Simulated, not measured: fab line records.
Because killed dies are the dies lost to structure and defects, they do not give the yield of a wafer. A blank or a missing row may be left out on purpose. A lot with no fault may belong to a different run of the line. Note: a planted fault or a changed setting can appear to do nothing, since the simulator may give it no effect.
Split-lot study || flow n5-finfet || 21 wafers read from 7 lots, route of 1938 steps

== ABOUT THE SPLIT ==
At N5_FIN_SAQP_ETCH_69 (etches SOC in N2/H2, stops on SiNx, target depth 150 nm), the setting target-depth-a was moved away from the recipe's 1500 angstrom on 4 of the 21 wafers read, by -11.9% to -5.1%. All remaining wafers had this setting at the recipe value.

The split's own step is where the reading is taken.

== THE READING ==
etch.depth-nm (the simulator's own value, which no gauge read), in nm, at N5_FIN_SAQP_ETCH_69 (etches SOC in N2/H2, stops on SiNx, target depth 150 nm). There is no usual value for it anywhere in the file. Average 54.56 nm, standard deviation 0.65 nm, over the 17 wafers here run with the recipe.

{"wafer": "L077.1", "tool, chamber at the split": "rie-diel-06, 1", "target-depth-a as run, angstrom": 1500, "against the recipe": "recipe", "etch.depth-nm, nm": 55, "against lot-mates on the recipe": "-"}
{"wafer": "L077.2", "tool, chamber at the split": "rie-diel-06, 3", "target-depth-a as run, angstrom": 1500, "against the recipe": "recipe", "etch.depth-nm, nm": 55, "against lot-mates on the recipe": "-"}
{"wafer": "L077.6", "tool, chamber at the split": "rie-diel-06, 1", "target-depth-a as run, angstrom": 1500, "against the recipe": "recipe", "etch.depth-nm, nm": 55, "against lot-mates on the recipe": "-"}
{"wafer": "L080.1", "tool, chamber at the split": "rie-diel-06, 3", "target-depth-a as run, angstrom": 1500, "against the recipe": "recipe", "etch.depth-nm, nm": 55, "against lot-mates on the recipe": "-"}
{"wafer": "L080.3", "tool, chamber at the split": "rie-diel-06, 1", "target-depth-a as run, angstrom": 1500, "against the recipe": "recipe", "etch.depth-nm, nm": 55, "against lot-mates on the recipe": "-"}
{"wafer": "L080.4", "tool, chamber at the split": "rie-diel-06, 2", "target-depth-a as run, angstrom": 1500, "against the recipe": "recipe", "etch.depth-nm, nm": 55, "against lot-mates on the recipe": "-"}
{"wafer": "L081.1", "tool, chamber at the split": "rie-diel-03, 2", "target-depth-a as run, angstrom": 1500, "against the recipe": "recipe", "etch.depth-nm, nm": 54.91, "against lot-mates on the recipe": "-"}
{"wafer": "L081.4", "tool, chamber at the split": "rie-diel-03, 1", "target-depth-a as run, angstrom": 1500, "against the recipe": "recipe", "etch.depth-nm, nm": 52.85, "against lot-mates on the recipe": "-"}
{"wafer": "L081.6", "tool, chamber at the split": "rie-diel-03, 1", "target-depth-a as run, angstrom": 1500, "against the recipe": "recipe", "etch.depth-nm, nm": 53.09, "against lot-mates on the recipe": "-"}
{"wafer": "L086.1", "tool, chamber at the split": "rie-diel-03, 0", "target-depth-a as run, angstrom": 1322, "against the recipe": "-11.9%", "etch.depth-nm, nm": 48.99, "against lot-mates on the recipe": -5.59}
{"wafer": "L086.3", "tool, chamber at the split": "rie-diel-03, 1", "target-depth-a as run, angstrom": 1500, "against the recipe": "recipe", "etch.depth-nm, nm": 54.4, "against lot-mates on the recipe": "-"}
{"wafer": "L086.5", "tool, chamber at the split": "rie-diel-03, 1", "target-depth-a as run, angstrom": 1500, "against the recipe": "recipe", "etch.depth-nm, nm": 54.76, "against lot-mates on the recipe": "-"}
{"wafer": "L090.2", "tool, chamber at the split": "rie-diel-06, 3", "target-depth-a as run, angstrom": 1423, "against the recipe": "-5.1%", "etch.depth-nm, nm": 53.67, "against lot-mates on the recipe": -1.33}
{"wafer": "L090.3", "tool, chamber at the split": "rie-diel-06, 2", "target-depth-a as run, angstrom": 1500, "against the recipe": "recipe", "etch.depth-nm, nm": 55, "against lot-mates on the recipe": "-"}
{"wafer": "L090.5", "tool, chamber at the split": "rie-diel-06, 0", "target-depth-a as run, angstrom": 1423, "against the recipe": "-5.1%", "etch.depth-nm, nm": 51.86, "against lot-mates on the recipe": -3.14}
{"wafer": "L092.2", "tool, chamber at the split": "rie-diel-03, 0", "target-depth-a as run, angstrom": 1500, "against the recipe": "recipe", "etch.depth-nm, nm": 54.28, "against lot-mates on the recipe": "-"}
{"wafer": "L092.4", "tool, chamber at the split": "rie-diel-03, 2", "target-depth-a as run, angstrom": 1500, "against the recipe": "recipe", "etch.depth-nm, nm": 55, "against lot-mates on the recipe": "-"}
{"wafer": "L092.6", "tool, chamber at the split": "rie-diel-03, 0", "target-depth-a as run, angstrom": 1346, "against the recipe": "-10.3%", "etch.depth-nm, nm": 49.3, "against lot-mates on the recipe": -5.34}
{"wafer": "L096.1", "tool, chamber at the split": "rie-diel-03, 2", "target-depth-a as run, angstrom": 1500, "against the recipe": "recipe", "etch.depth-nm, nm": 54.72, "against lot-mates on the recipe": "-"}
{"wafer": "L096.2", "tool, chamber at the split": "rie-diel-03, 1", "target-depth-a as run, angstrom": 1500, "against the recipe": "recipe", "etch.depth-nm, nm": 54.08, "against lot-mates on the recipe": "-"}
{"wafer": "L096.6", "tool, chamber at the split": "rie-diel-03, 0", "target-depth-a as run, angstrom": 1500, "against the recipe": "recipe", "etch.depth-nm, nm": 54.44, "against lot-mates on the recipe": "-"}

FIT RESULTS
A straight line over all 21 wafers: etch.depth-nm changes by +0.467 nm for each +1% of target-depth-a; r = +0.92; the points scatter about the line by 0.72 nm.
The same after taking each lot's own level away (the mean of its wafers on the recipe; 21 wafers): +0.483 nm for each +1%; r = +0.96; scatter 0.51 nm.
Per that fit: largest target-depth-a move, reading shift of 5.7 nm.
Across the lots, their own levels run from 53.617 to 55.000 nm, a range of 2.1 times the standard deviation given above.
Hence the lot-to-lot level has little effect on the slope; both slopes agree.
Check: with one of the wafers moved furthest among these (-11.9%) left out of the fit, the line predicts -5.85 nm for it against its lot-mates. It came out at -5.59 nm against them.

== OTHER SPLITS APPLIED TO THESE WAFERS ==
Other splits were also applied to these wafers ahead of the reading. Each is held against what the fit with the lots' levels taken away leaves over:
{"other split on the same wafers": "N5_WELL_APT_PEB_06 peb-time-s", "wafers away from the commonest value": 6, "r with etch.depth-nm (lot level and that fit taken away)": -0.12}
{"other split on the same wafers": "N5_WELL_APT_DESCUM_13 time-s", "wafers away from the commonest value": 5, "r with etch.depth-nm (lot level and that fit taken away)": "+0.32"}
{"other split on the same wafers": "N5_PMOS_HMC_CHANNEL_EPI_PEB_07 peb-temp-c", "wafers away from the commonest value": 8, "r with etch.depth-nm (lot level and that fit taken away)": "+0.25"}
{"other split on the same wafers": "N5_PMOS_HMC_CHANNEL_EPI_DEVELOP_08 develop-time-s", "wafers away from the commonest value": 4, "r with etch.depth-nm (lot level and that fit taken away)": -0.09}
{"other split on the same wafers": "N5_FIN_SAQP_SPACER1_ALD_24 ald-cycles", "wafers away from the commonest value": 7, "r with etch.depth-nm (lot level and that fit taken away)": "+0.13"}

== THE WHOLE CHAIN: every reading that the file lists as answering this split, in the file's order ==
{"step": "N5_FIN_SAQP_ETCH_69", "what it does": "etches SOC in N2/H2, stops on SiNx, target depth 150 nm", "reading": "SOC_of_FIN_SAQP_COAT_68.thk-nm (the simulator's own value, which no gauge read)", "change (the file's fit)": "-0.865 nm for each +1% of the setting", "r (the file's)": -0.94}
{"step": "N5_FIN_SAQP_ETCH_69", "what it does": "etches SOC in N2/H2, stops on SiNx, target depth 150 nm", "reading": "etch.depth-nm (the simulator's own value, which no gauge read)", "change (the file's fit)": "+0.487 nm for each +1% of the setting", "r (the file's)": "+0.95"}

== FILE'S OWN FIT ==
etch.depth-nm changes by +0.487 nm for each +1% of target-depth-a, r = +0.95.
